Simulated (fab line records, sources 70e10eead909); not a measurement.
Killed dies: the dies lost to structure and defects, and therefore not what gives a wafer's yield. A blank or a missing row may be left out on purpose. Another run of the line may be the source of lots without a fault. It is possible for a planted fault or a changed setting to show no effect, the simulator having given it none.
Chamber matching -- flow nand_harc -- NHARC_A_BONDPAD_STRIP_15 on rie_diel-04: 4 sister chambers
The step strips in O2. 8 wafers are shown with their chamber, then 11 later ones without.

== EACH WAFER AND ITS CHAMBER ==
wafer,chamber,showerhead_plenum_p_Torr (Torr),drypump_motor_current_A (A)
L074.2,3,3.47,5.95
L085.2,3,3.46,5.93
L089.1,0,3.68,5.79
L089.5,2,3.72,5.63
L091.2,2,3.72,5.62
L091.5,1,3.69,5.54
L091.6,0,3.68,5.80
L090.3,1,3.69,5.51

== WAFERS WHOSE CHAMBER IS MISSING ==
wafer,showerhead_plenum_p_Torr (Torr),drypump_motor_current_A (A)
L090.4,3.46,5.94
L090.6,3.46,5.97
L094.1,3.68,5.81
L094.3,3.45,5.92
L094.4,3.69,5.51
L096.1,3.69,5.50
L096.2,3.71,5.64
L096.3,3.45,5.96
L096.4,3.68,5.82
L096.5,3.69,5.50
L096.6,3.67,5.83

== CHAMBER TAKEN BY EACH ==
wafer,from the rows above,in truth
L090.4,3,3
L090.6,3,3
L094.1,0,0
L094.3,3,3
L094.4,1,1
L096.1,1,1
L096.2,2,2
L096.3,3,3
L096.4,0,0
L096.5,1,1
L096.6,0,0
Placed correctly: 11 of 11. Can't be placed from these rows: 0. Wrongly placed: 0.
How it was worked out, from the rows above alone: a wafer's distance from a chamber is the root of the sum, over the readings, of the square of ((its reading less the chamber's mean) divided by the reading's scatter). If the next closest chamber is less than 2 further off than the closest, the wafer can't be placed; otherwise it belongs to the closest. For every chamber, the mean is computed from those of its wafers that are shown. The scatter is the square root of a quotient: the sum, over the shown wafers, of each reading's squared deviation from its chamber's mean, divided by wafers minus chambers.
